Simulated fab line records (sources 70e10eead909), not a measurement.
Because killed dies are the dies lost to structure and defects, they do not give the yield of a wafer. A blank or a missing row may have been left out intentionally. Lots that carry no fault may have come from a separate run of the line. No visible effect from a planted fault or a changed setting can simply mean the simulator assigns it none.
Chamber matching | flow nand_harc | NHARC_A_STAIRCASE_DESCUM_11 on rie_diel-03: 4 sister chambers
The step chemistry O2, time 3 s. 14 wafers are shown with their chamber, then 7 later ones without.

== EACH WAFER AND ITS CHAMBER ==
wafer  | chamber | showerhead_plenum_p_Torr (Torr) | drypump_motor_current_A (A) | oes_product_au (a.u.)
L077.1 | 1       | 1.84                            | 6.0                         | 0.994
L077.2 | 2       | 1.81                            | 5.5                         | 0.999
L077.3 | 0       | 1.79                            | 6.5                         | 1.001
L077.4 | 3       | 1.88                            | 5.3                         | 1.002
L077.5 | 0       | 1.79                            | 6.5                         | 1.002
L077.6 | 3       | 1.88                            | 5.3                         | 0.994
L079.1 | 0       | 1.79                            | 6.5                         | 1.002
L079.2 | 1       | 1.84                            | 6.0                         | 0.998
L079.5 | 0       | 1.79                            | 6.5                         | 1.000
L086.2 | 2       | 1.81                            | 5.6                         | 1.015
L086.5 | 3       | 1.87                            | 5.2                         | 1.009
L086.6 | 0       | 1.79                            | 6.5                         | 1.008
L087.1 | 0       | 1.79                            | 6.5                         | 1.002
L087.2 | 3       | 1.87                            | 5.3                         | 0.996

SIGNATURES, as means of the wafers listed above
reading                  | chamber 0 | chamber 1 | chamber 2 | chamber 3 | scatter within a chamber
showerhead_plenum_p_Torr | 1.7900    | 1.8400    | 1.8100    | 1.8750    | 0.00316
drypump_motor_current_A  | 6.500     | 6.000     | 5.550     | 5.275     | 0.0354
oes_product_au           | 1.00250   | 0.99600   | 1.00700   | 1.00025   | 0.00559
Rule: a wafer's distance from a chamber is the root of the sum, over the readings, of the square of ((its reading less the chamber's mean) divided by the reading's scatter). If the next closest chamber is less than 2 further off than the closest, the wafer can't be placed; otherwise it belongs to the closest. The scatter is the square root of a quotient: the sum, over the shown wafers, of each reading's squared deviation from its chamber's mean, divided by wafers minus chambers.

== WAFERS WITHOUT THEIR CHAMBER ==
wafer  | showerhead_plenum_p_Torr (Torr) | drypump_motor_current_A (A) | oes_product_au (a.u.)
L087.4 | 1.81                            | 5.6                         | 1.015
L091.1 | 1.83                            | 6.0                         | 0.993
L091.2 | 1.81                            | 5.5                         | 1.008
L091.5 | 1.80                            | 5.5                         | 1.014
L093.1 | 1.87                            | 5.3                         | 1.003
L093.2 | 1.78                            | 6.5                         | 0.999
L093.4 | 1.80                            | 5.6                         | 1.003

== EACH ONE'S CHAMBER ==
wafer  | from the rows above | in truth
L087.4 | 2                   | 2
L091.1 | 1                   | 1
L091.2 | 2                   | 2
L091.5 | 2                   | 2
L093.1 | 3                   | 3
L093.2 | 0                   | 0
L093.4 | 2                   | 2
Correctly placed: 7 of 7. From these rows, 0 cannot be placed. 0 placed wrongly.
